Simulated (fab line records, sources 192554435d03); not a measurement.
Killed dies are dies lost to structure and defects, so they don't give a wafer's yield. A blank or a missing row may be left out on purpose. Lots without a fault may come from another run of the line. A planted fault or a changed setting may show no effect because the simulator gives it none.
fab line records | flow n5_finfet
record lots=7 wafers=21 last_day=17
route steps=1938 shown BEOL_M1@832 BEOL_M2@841 BEOL_M4@1111
lots that met no fault: from a run of the same line without faults
start_h: hours from the record's first day to the start of the lot's first wafer shown | wait_h: hours since the lot's step before | " the same as in the row above | L1.1+2: a row that stands for several wafers | - no value, or no start given | * or withheld: withheld | < > ~ a bound
route shown NAME@n: a module of which the file shows steps, and the number in the route of the first | usual: mean/standard deviation of fault-free wafers | same: alike in all rows | chamber/n: place in a boat | sites: the reading at each site | _std_site: their standard deviation | _edge_site: outer sites' mean less inner sites' | radius_mm: how far each site lies from the wafer's centre | mask NAME#n: copy n | behind: the tool/chamber that last shaped the wafer | hold: why the lot was held/for how many hours/how that ended | device: the transistor (n, p or np) that didn't switch | end of line: the same wafers' tests at the end of the route | a step without rows: its recipe alone | killed: dies lost to structure and defects at the first sort, not the wafer's yield | map: a wafer's dies, x killed, . not, _ none there
set.NAME: the setting as run; set.NAME@STEP: as run at that earlier step | model.NAME: the simulator's own value behind a step, which no gauge read
lots at some steps of the route; a table a step, a row a wafer
services: from which hour (start_h, from the record's first day; less than 0 if before it) a tool's chamber was out of use, for how many hours, and why
## steps
# step N5_BEOL_M1_ANNEAL_51
# recipe temp_c=225 time_s=90 ambient=N2
# usual wafer_temp_C_max=225.76/0.27
# columns lot.wafer tool chamber start_h wait_h wafer_temp_C_max
L801.2 rtp_anneal-02 0 193.35 0.1 225.55
L801.3 " 0 " " 225.88
L801.4 " 0 " " 225.57
L805.3 rtp_anneal-01 0 217.97 0.1 225.28
L805.4 " 0 " " 225.71
L805.5 " 0 " " 225.67
L803.2 rtp_anneal-02 0 218.05 0.1 225.73
L803.5 " 0 " " 225.87
L803.6 " 0 " " 225.65
L810.2 rtp_anneal-01 0 241.55 0.1 225.43
L810.5 " 0 " " 225.49
L810.6 " 0 " " 225.59
L811.2 rtp_anneal-01 0 253.02 0.1 225.59
L811.3 " 0 " " 225.80
L811.4 " 0 " " 225.57
L813.3 rtp_anneal-02 0 261.53 0.5 225.88
L813.4 " 0 " " 225.93
L813.6 " 0 " " 226.28
L814.1 rtp_anneal-02 0 266.86 0.3 226.25
L814.4 " 0 " " 225.87
L814.5 " 0 " " 225.90
# step N5_BEOL_M1_CMP_52
# recipe stop_on=SiOC t_overpolish_s=6.8 down_force_psi=1 platen_rpm=50 clearing_platen_down_force_psi=1.5 clearing_platen_rpm=50 post_cmp_clean=cu_alkaline target_thk_nm=40 clearing_platen_pad_velocity_m_s=0.99484 pad_velocity_m_s=0.99484
# step N5_BEOL_M1_THK_MEAS_53
# recipe thk_meas_gauge=xrf reads=Cu_of_BEOL_M1_ECD_50
# usual M1_THK=40.2/1.7
# columns lot.wafer tool chamber start_h wait_h M1_THK[nm]
L801.2 film_metro-01 - 193.91 - 40.0
L801.3 " - " " 40.3
L801.4 " - " " 41.6
L805.3 film_metro-01 - 218.47 - 39.3
L805.4 " - " " 41.5
L805.5 " - " " 42.5
L803.2 film_metro-02 - 218.70 - 40.0
L803.5 " - " " 38.9
L803.6 " - " " 41.9
L810.2 film_metro-02 - 242.11 - 39.3
L810.5 " - " " 41.3
L810.6 " - " " 40.9
L811.2 film_metro-02 - 253.57 - 40.5
L811.3 " - " " 40.9
L811.4 " - " " 39.6
L813.3 film_metro-02 - 262.04 - 40.9
L813.4 " - " " 40.7
L813.6 " - " " 43.0
L814.1 film_metro-01 - 267.45 - 39.1
L814.4 " - " " 40.5
L814.5 " - " " 41.9
# step N5_BEOL_M1_PRE_CLEAN_60
# recipe gas=NH3/H2 time_s=15 temp_c=* rf_power_w=300
# step N5_BEOL_M1_CO_CAP_55
# recipe material=Co target_thk_a=20 temp_c=200 precursor=CCTBA/H2 pressure_torr=30 time_s=102.1
# step N5_BEOL_M1_PRE_CLEAN_56
# recipe gas=NH3 time_s=15 temp_c=withheld rf_power_w=300
# step N5_BEOL_M1_DEP_57
# recipe material=SiCN target_thk_a=80 temp_c=withheld precursor=3MS/NH3 pressure_torr=3 rf_w=202 time_s=14
# step N5_BEOL_M1_RS_MEAS_58
# recipe thk_meas_gauge=four-point-probe reads=Co_of_BEOL_M1_CO_CAP_55+Cu_of_BEOL_M1_ECD_50+Co_of_BEOL_M1_CVD_47+TaN_of_BEOL_M1_ALD_84
# usual M1_RS=0.66/0.036
# columns lot.wafer tool chamber start_h wait_h M1_RS[ohm/sq]
L801.2 film_metro-01 - 194.17 0.1 0.66
L801.3 " - " " 0.66
L801.4 " - " " 0.63
L805.3 film_metro-02 - 218.73 0.1 0.68
L805.4 " - " " 0.64
L805.5 " - " " 0.61
L803.2 film_metro-02 - 218.99 0.1 0.67
L803.5 " - " " 0.69
L803.6 " - " " 0.63
L810.2 film_metro-02 - 242.37 0.1 0.68
L810.5 " - " " 0.65
L810.6 " - " " 0.66
L811.2 film_metro-02 - 253.83 0.1 0.66
L811.3 " - " " 0.66
L811.4 " - " " 0.68
L813.3 film_metro-01 - 262.30 0.1 0.65
L813.4 " - " " 0.66
L813.6 " - " " 0.61
L814.1 film_metro-02 - 267.71 0.0 0.68
L814.4 " - " " 0.65
L814.5 " - " " 0.63
# step N5_BEOL_M1_INSPECT_59
# recipe inspect_instrument=darkfield mode=post_dep
# usual raw_defect_count=69/22
# columns lot.wafer tool chamber start_h wait_h raw_defect_count
L801.2 defect_inspect-01 - 194.20 0.0 57
L801.3 " - " " 70
L801.4 " - " " 47
L805.3 defect_inspect-02 - 218.76 0.0 56
L805.4 " - " " 100
L805.5 " - " " 73
L803.2 defect_inspect-02 - 219.01 0.0 65
L803.5 " - " " 68
L803.6 " - " " 97
L810.2 defect_inspect-02 - 242.39 0.0 110
L810.5 " - " " 52
L810.6 " - " " 63
L811.2 defect_inspect-01 - 253.86 0.0 48
L811.3 " - " " 63
L811.4 " - " " 55
L813.3 defect_inspect-02 - 262.32 0.0 69
L813.4 " - " " 65
L813.6 " - " " 87
L814.1 defect_inspect-01 - 267.74 0.0 61
L814.4 " - " " 49
L814.5 " - " " 44
# step N5_BEOL_M2_ILD_DEP_00
# recipe material=SiOC target_thk_a=790 temp_c=350 precursor=DEMS/O2 pressure_torr=5 rf_w=500 time_s=15.3
# step N5_BEOL_M2_THK_MEAS_01
# recipe reads=SiOC_of_BEOL_M2_ILD_DEP_00
# usual M2_ILD_THK=78.7/1.2
# columns lot.wafer tool chamber start_h wait_h M2_ILD_THK[nm]
L801.2 film_metro-01 - 194.30 0.1 80.6
L801.3 " - " " 79.3
L801.4 " - " " 80.5
L805.3 film_metro-02 - 218.88 0.1 79.5
L805.4 " - " " 79.7
L805.5 " - " " 80.3
L803.2 film_metro-01 - 219.12 0.1 77.1
L803.5 " - " " 79.8
L803.6 " - " " 77.6
L810.2 film_metro-02 - 242.50 0.1 77.5
L810.5 " - " " 79.9
L810.6 " - " " 80.6
L811.2 film_metro-01 - 253.96 0.1 77.6
L811.3 " - " " 78.6
L811.4 " - " " 78.3
L813.3 film_metro-02 - 262.43 0.1 79.5
L813.4 " - " " 80.8
L813.6 " - " " 80.4
L814.1 film_metro-01 - 267.84 0.0 79.2
L814.4 " - " " 79.7
L814.5 " - " " 81.6
# step N5_BEOL_M2_PECVD_72
# recipe material=SiO2 target_thk_a=160 temp_c=400 precursor=TEOS/O2 pressure_torr=5.5 rf_w=450 teos_flow_sccm=53.8 gas=O2 flow_sccm=3000 time_s=18
# step N5_BEOL_M2_HM_DEP_02
# recipe material=TiN target_thk_a=200 temp_c=25 chamber_pressure_pa=0.49996
# usual chamber_pressure_pa=0.5000/0.0011 substrate_temp_c=25.00/0.1 throttle_valve_pct=30.1/1.5
# columns lot.wafer tool chamber start_h wait_h chamber_pressure_pa substrate_temp_c throttle_valve_pct
L801.2 pvd_sputter-01 - 195.11 0.8 0.5010 24.99 28.3
L801.3 " - " " 0.4989 24.85 30.0
L801.4 " - " " 0.5001 25.15 31.1
L805.3 pvd_sputter-03 - 218.99 0.1 0.5004 25.02 32.2
L805.4 " - " " 0.4992 25.05 29.1
L805.5 " - " " 0.4998 24.88 31.6
L803.2 pvd_sputter-03 - 219.21 0.0 0.5010 25.03 28.9
L803.5 " - " " 0.4984 24.82 31.5
L803.6 " - " " 0.4989 24.93 30.3
L810.2 pvd_sputter-02 - 245.10 2.5 - - -
L810.5 " - " " - - -
L810.6 " - " " - - -
L811.2 pvd_sputter-01 - 254.98 1.0 - - -
L811.3 " - " " - - -
L811.4 " - " " - - -
L813.3 pvd_sputter-02 - 262.60 0.1 - - -
L813.4 " - " " - - -
L813.6 " - " " - - -
L814.1 pvd_sputter-02 - 269.32 1.4 0.5009 25.07 27.8
L814.4 " - " " 0.4996 25.03 31.8
L814.5 " - " " 0.4993 25.08 30.1
# step N5_BEOL_M2_COAT_61
# recipe resist=SOC temp_c=250 time_s=60 spin_rpm=1500 resist_thk_nm=60
# step N5_BEOL_M2_COAT_62
# recipe resist=SiARC temp_c=220 time_s=60 spin_rpm=1500 resist_thk_nm=12
# step N5_BEOL_M2_COAT_73
# recipe resist=underlayer temp_c=205 time_s=60 spin_rpm=1500 resist_thk_nm=5
# step N5_BEOL_M2_COAT_05
# recipe resist=CAR-EUV spin_rpm=1500 resist_thk_nm=30
# step N5_BEOL_M2_EBR_07
# recipe solvent=PGMEA ebr_width_mm=1.5
# step N5_BEOL_M2_SOFTBAKE_06
# recipe temp_c=110 time_s=60 resist=CAR-EUV
# step N5_BEOL_M2_EXPOSE_08
# recipe mask_id=M2 na=0.33 source_shape=dipole sigma_inner=0.369 sigma_outer=0.767 polarization=unpolarized dose_mj=41.25
# step N5_BEOL_M2_PEB_09
# recipe peb_temp_c=100 peb_time_s=60 resist=CAR-EUV
# step N5_BEOL_M2_DEVELOP_10
# recipe develop_time_s=30 developer=TMAH resist=CAR-EUV rinse_liquid=surfactant_rinse dry=air_spin dev_temp_c=23
# step N5_BEOL_M2_CD_MEAS_11
# recipe target_cd_nm=16.79 landing_energy_ev=500 detector=se_inlens polarity=opening
# usual cd_nm=16.82/0.25
# columns lot.wafer tool chamber start_h wait_h cd_nm
L801.2 cd_sem-03 0 195.51 - 16.81
L801.3 " 0 " " 16.46
L801.4 " 0 " " 16.85
L805.3 cd_sem-02 0 219.39 - 16.42
L805.4 " 0 " " 16.58
L805.5 " 0 " " 16.90
L803.2 cd_sem-01 0 219.63 - 17.23
L803.5 " 0 " " 16.88
L803.6 " 0 " " 16.96
L810.2 cd_sem-02 0 245.51 - 17.05
L810.5 " 0 " " 16.53
L810.6 " 0 " " 17.03
L811.2 cd_sem-03 0 255.38 - 16.79
L811.3 " 0 " " 16.69
L811.4 " 0 " " 16.69
L813.3 cd_sem-03 0 263.12 - 16.72
L813.4 " 0 " " 16.92
L813.6 " 0 " " 16.55
L814.1 cd_sem-01 0 269.84 - 17.20
L814.4 " 0 " " 16.85
L814.5 " 0 " " 16.46
# step N5_BEOL_M2_OVL_MEAS_12
# recipe points_per_wafer=522
# usual M2_OVL=0.2/0.57
# columns lot.wafer tool chamber start_h wait_h M2_OVL[nm]
L801.2 overlay-01 0 195.54 0.0 0.5
L801.3 " 0 " " 0.4
L801.4 " 0 " " 0.6
L805.3 overlay-02 0 219.43 0.0 0.4
L805.4 " 0 " " 0.4
L805.5 " 0 " " -0.7
L803.2 overlay-01 0 219.66 0.0 -0.8
L803.5 " 0 " " 0.2
L803.6 " 0 " " 0.6
L810.2 overlay-01 0 245.55 0.0 -0.2
L810.5 " 0 " " -0.1
L810.6 " 0 " " -0.6
L811.2 overlay-01 0 255.41 0.0 1.0
L811.3 " 0 " " 0.3
L811.4 " 0 " " 0.0
L813.3 overlay-01 0 263.16 0.0 1.2
L813.4 " 0 " " -0.1
L813.6 " 0 " " 0.6
L814.1 overlay-01 0 269.87 0.0 0.9
L814.4 " 0 " " 0.4
L814.5 " 0 " " 0.7
# step N5_BEOL_M2_INSPECT_13
# recipe mode=adi inspect_instrument=brightfield
# usual raw_defect_count=401/87
# columns lot.wafer tool chamber start_h wait_h raw_defect_count
L801.2 defect_inspect-02 - 195.60 0.0 360
L801.3 " - " " 458
L801.4 " - " " 225
L805.3 defect_inspect-02 - 219.47 0.0 352
L805.4 " - " " 358
L805.5 " - " " 368
L803.2 defect_inspect-01 - 219.71 0.0 481
L803.5 " - " " 288
L803.6 " - " " 310
L810.2 defect_inspect-02 - 245.60 0.0 344
L810.5 " - " " 170
L810.6 " - " " 223
L811.2 defect_inspect-01 - 255.47 0.0 163
L811.3 " - " " 197
L811.4 " - " " 172
L813.3 defect_inspect-02 - 263.21 0.0 248
L813.4 " - " " 201
L813.6 " - " " 360
L814.1 defect_inspect-02 - 269.93 0.1 526
L814.4 " - " " 478
L814.5 " - " " 294
# step N5_BEOL_M2_DESCUM_16
# recipe chemistry=O2 time_s=7 source_power_w=50 bias_power_w=20 pressure_mtorr=20 rf_frequency_hz=2.712e+07 temp_c=40 resist=CAR-EUV o2_flow_sccm=225
# usual drypump_motor_current_A=5.6/0.41 oes_product_au=0.79/0.085 rf_vpp_V=243.2/1.3 showerhead_plenum_p_Torr=2.09/0.057 throttle_valve_pct=20.40/0.24
# columns lot.wafer tool chamber start_h wait_h drypump_motor_current_A oes_product_au rf_hours_counter_h rf_vpp_V showerhead_plenum_p_Torr throttle_valve_pct
L801.2 rie_diel-05 1 195.63 0.0 5.5 0.73 203 242.5 2.06 20.73
L801.3 " 2 " " 6.1 0.69 230 244.2 2.13 20.46
L801.4 " 0 " " 5.6 0.82 72 244.5 2.21 20.14
L805.3 rie_diel-05 3 219.51 0.0 5.6 0.72 206 243.0 2.07 20.51
L805.4 " 2 " " 6.2 0.69 239 243.9 2.13 20.46
L805.5 " 1 " " 5.5 0.72 - 243.8 2.05 20.70
L803.2 rie_diel-05 2 219.78 0.1 6.1 0.68 239 244.3 2.13 20.45
L803.5 " 3 " " 5.6 0.72 - 242.6 2.07 20.51
L803.6 " 2 " " 6.2 0.68 - 244.4 2.13 20.45
L810.2 rie_diel-01 3 246.02 0.4 5.2 0.84 74 242.0 2.04 20.58
L810.5 " 0 " " 5.1 0.82 - 242.1 2.05 20.25
L810.6 " 1 " " 5.6 0.87 - 244.9 2.11 19.95
L811.2 rie_diel-01 3 255.50 0.0 5.2 0.82 80 243.1 2.04 20.58
L811.3 " 0 " " 5.1 0.80 100 242.5 2.04 20.28
L811.4 " 0 " " 5.1 0.80 - 242.1 2.04 20.27
L813.3 rie_diel-01 3 263.24 0.0 5.2 0.82 84 243.1 2.04 20.58
L813.4 " 0 " " 5.1 0.80 - 242.2 2.04 20.26
L813.6 " 3 " " 5.2 0.82 - 240.4 2.04 20.59
L814.1 rie_diel-05 1 269.96 0.0 5.5 0.71 232 241.1 2.05 20.75
L814.4 " 3 " " 5.6 0.70 - 242.5 2.07 20.54
L814.5 " 0 " " 5.5 0.78 - 244.0 2.20 20.19
# step N5_BEOL_M2_ETCH_74
# recipe chemistry=N2/H2 target=underlayer target_depth_a=65 mask_material=CAR-EUV time_s=5.2 ion_energy_ev=200 pressure_mtorr=30 source_w=840 bias_w=150 n2_flow_sccm=200 h2_flow_sccm=200 ends=cleared
# step N5_BEOL_M2_ETCH_63
# recipe chemistry=CF4 target=SiARC target_depth_a=156 mask_material=CAR-EUV time_s=26 ion_energy_ev=80 pressure_mtorr=40 source_w=545 bias_w=36 Ar_flow_sccm=100 cf4_flow_sccm=100 ends=cleared
# usual drypump_motor_current_A=5.6/0.41 etch_rf_on_time_s=25.8/0.66 mfc_ar_sccm=100.00/0.28 oes_product_au=0.68/0.073 rf_vpp_V=184.1/1.1 showerhead_plenum_p_Torr=2.14/0.054 throttle_valve_pct=15.6/0.31
# columns lot.wafer tool chamber start_h wait_h drypump_motor_current_A etch_rf_on_time_s mfc_ar_sccm oes_product_au rf_hours_counter_h rf_vpp_V showerhead_plenum_p_Torr throttle_valve_pct
L801.2 rie_diel-05 1 195.68 0.0 5.5 26.3 100.29 0.63 203 185.4 2.14 16.1
L801.3 " 2 " " 6.2 26.9 99.90 0.58 230 185.7 2.18 15.8
L801.4 " 0 " " 5.5 26.7 99.71 0.69 72 185.5 2.24 15.2
L805.3 rie_diel-05 3 219.56 0.0 5.5 25.5 100.09 0.62 206 182.9 2.13 15.8
L805.4 " 2 " " 6.2 26.5 99.55 0.58 239 184.2 2.18 15.8
L805.5 " 1 " " 5.5 25.5 100.20 0.62 - 183.2 2.14 16.2
L803.2 rie_diel-05 2 219.83 0.0 6.2 26.8 100.69 0.57 239 186.6 2.18 15.8
L803.5 " 3 " " 5.6 25.5 99.91 0.62 - 182.9 2.13 15.8
L803.6 " 2 " " 6.1 26.8 100.13 0.58 - 185.0 2.18 15.8
L810.2 rie_diel-01 3 246.07 0.0 5.2 25.7 100.09 0.70 74 182.9 2.07 15.6
L810.5 " 0 " " 5.1 25.4 99.81 0.68 - 181.5 2.09 15.4
L810.6 " 1 " " 5.6 24.6 99.99 0.75 - 185.7 2.17 15.2
L811.2 rie_diel-01 3 255.55 0.0 5.2 25.6 100.08 0.70 80 182.9 2.07 15.6
L811.3 " 0 " " 5.1 25.3 100.15 0.68 100 182.3 2.08 15.4
L811.4 " 0 " " 5.1 25.3 100.01 0.68 - 182.2 2.08 15.4
L813.3 rie_diel-01 3 263.29 0.0 5.2 25.7 99.88 0.69 84 182.6 2.07 15.6
L813.4 " 0 " " 5.1 25.2 100.02 0.68 - 182.4 2.08 15.4
L813.6 " 3 " " 5.2 25.6 99.64 0.70 - 184.7 2.07 15.6
L814.1 rie_diel-05 1 270.01 0.0 5.5 26.1 100.15 0.61 232 183.3 2.13 16.2
L814.4 " 3 " " 5.6 25.4 99.32 0.61 - 185.0 2.13 15.8
L814.5 " 0 " " 5.5 26.3 100.33 0.66 - 186.5 2.22 15.2
# step N5_BEOL_M2_ETCH_64
# recipe chemistry=N2/H2 target=SOC target_depth_a=750 overetch_a=225 mask_material=SiARC temp_c=40 time_s=121.9 ion_energy_ev=200 pressure_mtorr=30 source_w=840 bias_w=150 n2_flow_sccm=200 h2_flow_sccm=200
# usual drypump_motor_current_A=5.6/0.41 oes_product_au=0.60/0.059 rf_vpp_V=523.9/2.3 showerhead_plenum_p_Torr=2.54/0.076 throttle_valve_pct=17.8/0.31
# columns lot.wafer tool chamber start_h wait_h drypump_motor_current_A oes_product_au rf_hours_counter_h rf_vpp_V showerhead_plenum_p_Torr throttle_valve_pct
L801.2 rie_diel-05 1 195.71 0.0 5.5 0.55 203 523.6 2.51 18.2
L801.3 " 2 " " 6.2 0.52 230 526.6 2.63 18.1
L801.4 " 0 " " 5.6 0.62 72 527.3 2.67 17.4
L805.3 rie_diel-05 3 219.59 0.0 5.6 0.55 206 522.2 2.52 18.0
L805.4 " 2 " " 6.2 0.52 239 526.2 2.63 18.1
L805.5 " 1 " " 5.5 0.55 - 522.7 2.51 18.2
L803.2 rie_diel-05 2 219.86 0.0 6.2 0.52 239 526.3 2.63 18.1
L803.5 " 3 " " 5.6 0.55 - 523.4 2.52 17.9
L803.6 " 2 " " 6.2 0.53 - 524.9 2.63 18.1
L810.2 rie_diel-01 3 246.10 0.0 5.2 0.62 75 521.3 2.47 17.8
L810.5 " 0 " " 5.1 0.60 - 522.2 2.46 17.5
L810.6 " 1 " " 5.5 0.65 - 525.0 2.58 17.5
L811.2 rie_diel-01 3 255.58 0.0 5.2 0.61 80 521.2 2.46 17.8
L811.3 " 0 " " 5.1 0.59 100 520.3 2.46 17.5
L811.4 " 0 " " 5.1 0.60 - 520.0 2.46 17.5
L813.3 rie_diel-01 3 263.32 0.0 5.2 0.61 84 521.6 2.46 17.8
L813.4 " 0 " " 5.1 0.60 - 521.5 2.46 17.5
L813.6 " 3 " " 5.2 0.61 - 522.5 2.46 17.8
L814.1 rie_diel-05 1 270.04 0.0 5.5 0.54 232 524.8 2.50 18.2
L814.4 " 3 " " 5.6 0.54 - 521.8 2.51 18.0
L814.5 " 0 " " 5.5 0.60 - 526.5 2.66 17.4
# step N5_BEOL_M2_STRIP_65
# recipe chemistry=N2/H2 temp_c=40 n2_flow_sccm=200 h2_flow_sccm=200 rf_frequency_hz=6e+07
# step N5_BEOL_M2_STRIP_75
# recipe chemistry=N2/H2 temp_c=40 n2_flow_sccm=200 h2_flow_sccm=200 rf_frequency_hz=6e+07
# step N5_BEOL_M2_STRIP_66
# recipe chemistry=CF4 resist=SiARC power_w=300 bias_power_w=75 pressure_mtorr=50 cf4_flow_sccm=150 rf_frequency_hz=6e+07
# usual drypump_motor_current_A=5.6/0.41 oes_product_au=0.78/0.076 rf_vpp_V=271.2/1.3 showerhead_plenum_p_Torr=1.79/0.045 throttle_valve_pct=13.6/0.31
# columns lot.wafer tool chamber start_h wait_h drypump_motor_current_A oes_product_au rf_hours_counter_h rf_vpp_V showerhead_plenum_p_Torr throttle_valve_pct
L801.2 rie_diel-05 1 195.84 0.0 5.5 0.72 203 271.2 1.79 14.1
L801.3 " 2 " " 6.1 0.68 230 272.7 1.82 13.8
L801.4 " 0 " " 5.5 0.81 72 273.0 1.87 13.2
L805.3 rie_diel-05 3 219.72 0.0 5.6 0.71 206 270.6 1.78 13.7
L805.4 " 2 " " 6.2 0.68 239 271.9 1.82 13.8
L805.5 " 1 " " 5.5 0.72 - 270.9 1.79 14.2
L803.2 rie_diel-05 2 219.99 0.0 6.2 0.68 239 273.1 1.82 13.8
L803.5 " 3 " " 5.6 0.71 - 271.1 1.78 13.7
L803.6 " 2 " " 6.2 0.68 - 272.0 1.82 13.8
L810.2 rie_diel-01 3 246.23 0.0 5.2 0.80 75 270.1 1.73 13.5
L810.5 " 0 " " 5.1 0.79 - 269.4 1.75 13.4
L810.6 " 1 " " 5.5 0.84 - 273.6 1.82 13.2
L811.2 rie_diel-01 3 255.71 0.0 5.2 0.80 80 270.4 1.73 13.5
L811.3 " 0 " " 5.0 0.78 100 269.5 1.75 13.4
L811.4 " 0 " " 5.1 0.78 - 269.7 1.75 13.4
L813.3 rie_diel-01 3 263.45 0.0 5.2 0.78 84 270.5 1.73 13.5
L813.4 " 0 " " 5.1 0.78 - 269.3 1.75 13.4
L813.6 " 3 " " 5.2 0.80 - 271.4 1.73 13.5
L814.1 rie_diel-05 1 270.17 0.0 5.5 0.71 232 269.3 1.79 14.2
L814.4 " 3 " " 5.6 0.70 - 270.7 1.77 13.8
L814.5 " 0 " " 5.5 0.77 - 273.2 1.87 13.2
# step N5_BEOL_M2_HM_OPEN_17
# recipe chemistry=Cl2/BCl3 target_depth_a=200 overetch_a=60 target=TiN mask_material=SOC ion_energy_ev=150 pressure_mtorr=10 icp_w=1000 bias_w=126 Cl2_flow_sccm=53.25 bcl3_flow_sccm=21.75 Ar_flow_sccm=25
# usual drypump_motor_current_A=6.0/0.47 mfc_ar_sccm=24.99/0.074 oes_product_au=0.63/0.098 throttle_valve_pct=22.24/0.29
# columns lot.wafer tool chamber start_h wait_h drypump_motor_current_A mfc_ar_sccm oes_product_au rf_hours_counter_h throttle_valve_pct model.etch.depth_nm
L801.2 rie_metal-03 0 195.88 0.0 5.6 25.03 0.60 83 22.41 20
L801.3 " 1 " " 5.8 25.11 0.75 - 21.70 19.97
L801.4 " 0 " " 5.6 25.01 0.59 - 22.40 19.87
L805.3 rie_metal-01 1 219.82 0.1 6.5 24.96 0.51 - 22.67 19.92
L805.4 " 1 " " 6.5 25.05 0.51 - 22.66 19.88
L805.5 " 1 " " 6.5 24.98 0.51 - 22.67 19.57
L803.2 rie_metal-02 0 220.06 0.1 6.0 24.98 0.65 - 22.14 19.84
L803.5 " 0 " " 6.0 25.11 0.66 - 22.15 19.83
L803.6 " 0 " " 6.0 25.08 0.65 - 22.15 19.99
L810.2 rie_metal-03 0 246.30 0.1 5.5 25.05 0.26 - 23.06 0
L810.5 " 0 " " 5.6 24.99 0.26 - 23.05 0
L810.6 " 0 " " 5.6 25.01 0.26 - 23.04 0
L811.2 rie_metal-01 0 255.75 0.0 6.4 24.87 0.28 55 22.75 0
L811.3 " 0 " " 6.4 25.01 0.27 - 22.74 0
L811.4 " 1 " " 6.5 24.94 0.36 - 22.91 0
L813.3 rie_metal-01 1 263.52 0.1 6.5 24.98 0.34 - 22.91 0
L813.4 " 0 " " 6.4 25.04 0.28 - 22.74 0
L813.6 " 0 " " 6.4 24.89 0.27 - 22.75 0
L814.1 rie_metal-01 1 270.21 0.0 6.5 25.08 0.79 3 22.27 19.8
L814.4 " 0 " " 6.4 25.09 0.63 - 22.09 20
L814.5 " 0 " " 6.4 25.00 0.62 - 22.11 19.67
# step N5_BEOL_M2_STRIP_19
# recipe chemistry=O2 power_w=400 temp_c=40 pressure_mtorr=30 rf_frequency_hz=6e+07 bias_power_w=0 overash_fraction=0.2 o2_flow_sccm=225
# step N5_BEOL_M2_CD_MEAS_18
# recipe pitch_nm=36 target_cd_nm=18
# usual cd_nm=18.0/0.32
# columns lot.wafer tool chamber start_h wait_h cd_nm
L801.2 cd_sem-03 - 196.06 0.1 17.8
L801.3 " - " " 18.0
L801.4 " - " " 18.1
L805.3 cd_sem-03 - 220.08 0.1 17.6
L805.4 " - " " 18.1
L805.5 " - " " 18.2
L803.2 cd_sem-01 - 220.33 0.1 17.6
L803.5 " - " " 18.2
L803.6 " - " " 17.8
L810.2 cd_sem-01 - 246.72 0.1 -
L810.5 " - " " -
L810.6 " - " " -
L811.2 cd_sem-03 - 255.93 0.1 -
L811.3 " - " " -
L811.4 " - " " -
L813.3 cd_sem-02 - 263.68 0.1 -
L813.4 " - " " -
L813.6 " - " " -
L814.1 cd_sem-01 - 270.52 0.0 18.0
L814.4 " - " " 18.3
L814.5 " - " " 17.9
# step N5_BEOL_M2_COAT_67
# recipe resist=SOC temp_c=250 time_s=60 spin_rpm=1500 resist_thk_nm=60
# step N5_BEOL_M4_RC_MEAS_101
# usual DIBL_N=37.1/1.9 DIBL_P=37.2/2.3 IOFF_N=0.18/0.04 IOFF_P=0.23/0.044 ION_N=682/11 ION_P=468/8.6 SS_N=71.9/0.68 SS_P=73.5/0.74 VT_N=248/3.4 VT_P=-248/3.4
# columns lot.wafer tool chamber start_h wait_h DIBL_N[mV/V] DIBL_P[mV/V] IOFF_N[nA/um] IOFF_P[nA/um] ION_N[uA/um] ION_P[uA/um] SS_N[mV/dec] SS_P[mV/dec] VT_N[mV] VT_P[mV]
L801.2 prober-01 0 226.36 0.2 34.4 36.7 0.15 0.18 683 470 71.2 73.1 252 -253
L801.3 " 0 " " 35.2 36.9 0.14 0.18 675 462 71.4 72.7 253 -254
L801.4 " 0 " " 35.6 38.5 0.16 0.20 686 469 71.0 74.2 249 -252
L805.3 prober-02 0 246.41 0.3 36.6 35.7 0.17 0.22 677 459 71.9 73.1 250 -251
L805.4 " 0 " " 37.6 37.6 0.19 0.23 674 467 73.0 73.1 249 -249
L805.5 " 0 " " 37.7 38.8 0.21 0.26 691 469 72.6 73.4 245 -247
L803.2 prober-01 0 247.84 0.2 36.0 36.5 0.17 0.25 687 478 71.8 73.2 248 -246
L803.5 " 0 " " 38.7 40.7 0.23 0.32 708 485 72.5 73.7 242 -240
L803.6 " 0 " " 36.4 36.1 0.17 0.24 675 467 71.8 73.1 249 -245
L814.1 prober-02 0 297.82 0.0 38.2 40.0 0.20 0.27 678 458 71.4 75.1 246 -247
L814.4 " 0 " " 36.9 36.7 0.16 0.21 668 457 71.6 72.9 252 -252
L814.5 " 0 " " 37.0 37.8 0.19 0.23 683 464 71.7 73.2 247 -249
## services
# columns tool chamber start_h hours kind
rie_diel-01 - 178.16 0.7 repair
rie_metal-02 1 208.28 - clean
rie_metal-02 1 208.28 27.7 scheduled_down
rie_metal-02 1 208.28 27.7 vent_cycle
rie_diel-05 1 213.01 3.8 repair
rie_metal-01 0 214.85 8.2 repair
rie_metal-02 - 220.54 1.9 repair
rie_metal-01 1 226.50 - clean
rie_metal-01 1 226.50 17.4 scheduled_down
rie_metal-01 1 226.50 17.4 vent_cycle
rie_metal-03 1 241.17 12.5 repair
rie_diel-05 2 241.53 4.6 repair
rie_diel-01 2 242.59 - clean
rie_diel-01 2 242.59 - consumable_replace:focus_ring
rie_diel-01 2 242.59 22.9 scheduled_down
rie_diel-01 2 242.59 22.9 vent_cycle
rie_diel-05 2 253.64 - clean
rie_diel-05 2 253.64 - consumable_replace:focus_ring
rie_diel-05 2 253.64 17.4 scheduled_down
rie_diel-05 2 253.64 17.4 vent_cycle
rie_metal-02 0 259.68 4.2 repair
## key
first_sign step=N5_BEOL_M2_HM_DEP_02 reading=tool_record direction=missing
effect step=N5_BEOL_M2_HM_OPEN_17 reading=oes_product_au direction=down sigmas=3.5 usual=0.63 struck=0.29
effect step=N5_BEOL_M2_CD_MEAS_18 reading=cd_nm direction=missing
model_effect step=N5_BEOL_M2_HM_OPEN_17 value=etch.depth_nm without=19.92 struck=0
met_at N5_BEOL_M2_HM_DEP_02
struck_wafers L810.2,L810.5,L810.6,L811.2,L811.3,L811.4,L813.3,L813.4,L813.6
later_rows_left_out L810.2,L810.5,L810.6,L811.2,L811.3,L811.4,L813.3,L813.4,L813.6
sort_left_out L810.2,L810.5,L810.6,L811.2,L811.3,L811.4,L813.3,L813.4,L813.6
onset_between 195.11 245.10
fault kind=skipped_step_whole tool=pvd_sputter-01,pvd_sputter-02 chamber=- onset_h=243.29 steps=N5_BEOL_M2_HM_DEP_02 scope=struck_lots_only
# sort_left_out: the simulated sort isn't trusted on such a fault, so these wafers' sort isn't shown, and their yield isn't known
# later_rows_left_out: the simulator's readings of these wafers behind a module that went badly wrong aren't trusted and aren't shown, but for the sort
